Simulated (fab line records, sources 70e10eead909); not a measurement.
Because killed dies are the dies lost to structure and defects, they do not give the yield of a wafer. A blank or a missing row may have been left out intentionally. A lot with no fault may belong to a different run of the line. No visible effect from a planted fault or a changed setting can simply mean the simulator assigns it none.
Chamber matching :: flow nandHarc :: NHARC_A_M1_ETCH_35 on rieDiel-12: 4 sister chambers
The step etches the open film in N2/H2, target depth 40 nm, overetch 12 nm, time 43.94 s. 8 wafers are shown with their chamber, then 8 later ones without.

WAFERS WITH THEIR CHAMBER
wafer: L083.1
chamber: 1
drypumpMotorCurrentA (A): 5.5
rfVppV (V): 427.3

wafer: L083.2
chamber: 0
drypumpMotorCurrentA (A): 6.0
rfVppV (V): 432.5

wafer: L083.3
chamber: 2
drypumpMotorCurrentA (A): 5.7
rfVppV (V): 428.1

wafer: L088.6
chamber: 2
drypumpMotorCurrentA (A): 5.7
rfVppV (V): 428.5

wafer: L093.1
chamber: 0
drypumpMotorCurrentA (A): 6.0
rfVppV (V): 431.4

wafer: L093.2
chamber: 1
drypumpMotorCurrentA (A): 5.5
rfVppV (V): 427.5

wafer: L093.6
chamber: 3
drypumpMotorCurrentA (A): 5.9
rfVppV (V): 432.7

wafer: L096.2
chamber: 3
drypumpMotorCurrentA (A): 6.0
rfVppV (V): 430.1

WAFERS MISSING THEIR CHAMBER
wafer: L096.3
drypumpMotorCurrentA (A): 5.7
rfVppV (V): 427.2

wafer: L096.4
drypumpMotorCurrentA (A): 5.5
rfVppV (V): 428.5

wafer: L094.3
drypumpMotorCurrentA (A): 5.7
rfVppV (V): 425.3

wafer: L094.4
drypumpMotorCurrentA (A): 6.0
rfVppV (V): 432.2

wafer: L094.6
drypumpMotorCurrentA (A): 6.0
rfVppV (V): 430.2

wafer: L097.1
drypumpMotorCurrentA (A): 5.7
rfVppV (V): 425.7

wafer: L097.4
drypumpMotorCurrentA (A): 5.5
rfVppV (V): 428.9

wafer: L097.5
drypumpMotorCurrentA (A): 6.0
rfVppV (V): 432.5

THE CHAMBER EACH PASSED THROUGH
wafer: L096.3
from the rows above: 2
in truth: 2

wafer: L096.4
from the rows above: 1
in truth: 1

wafer: L094.3
from the rows above: 2
in truth: 2

wafer: L094.4
from the rows above: can't be placed: 0 or 3
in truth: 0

wafer: L094.6
from the rows above: can't be placed: 0 or 3
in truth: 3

wafer: L097.1
from the rows above: 2
in truth: 2

wafer: L097.4
from the rows above: 1
in truth: 1

wafer: L097.5
from the rows above: can't be placed: 0 or 3
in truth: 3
Correctly placed: 5 of 8. Can't be placed from these rows: 3 (the true chamber is among the candidates in 3). Placed wrongly: 0.
How it was worked out, from the rows above alone: a wafer's distance from a chamber is the root of the sum, over the readings, of the square of ((its reading less the chamber's mean) divided by the reading's scatter). If the next closest chamber is less than 2 further off than the closest, the wafer can't be placed; otherwise it belongs to the closest. For every chamber, the mean is computed from those of its wafers that are shown. The scatter is the square root of a quotient: the sum, over the shown wafers, of each reading's squared deviation from its chamber's mean, divided by wafers minus chambers.
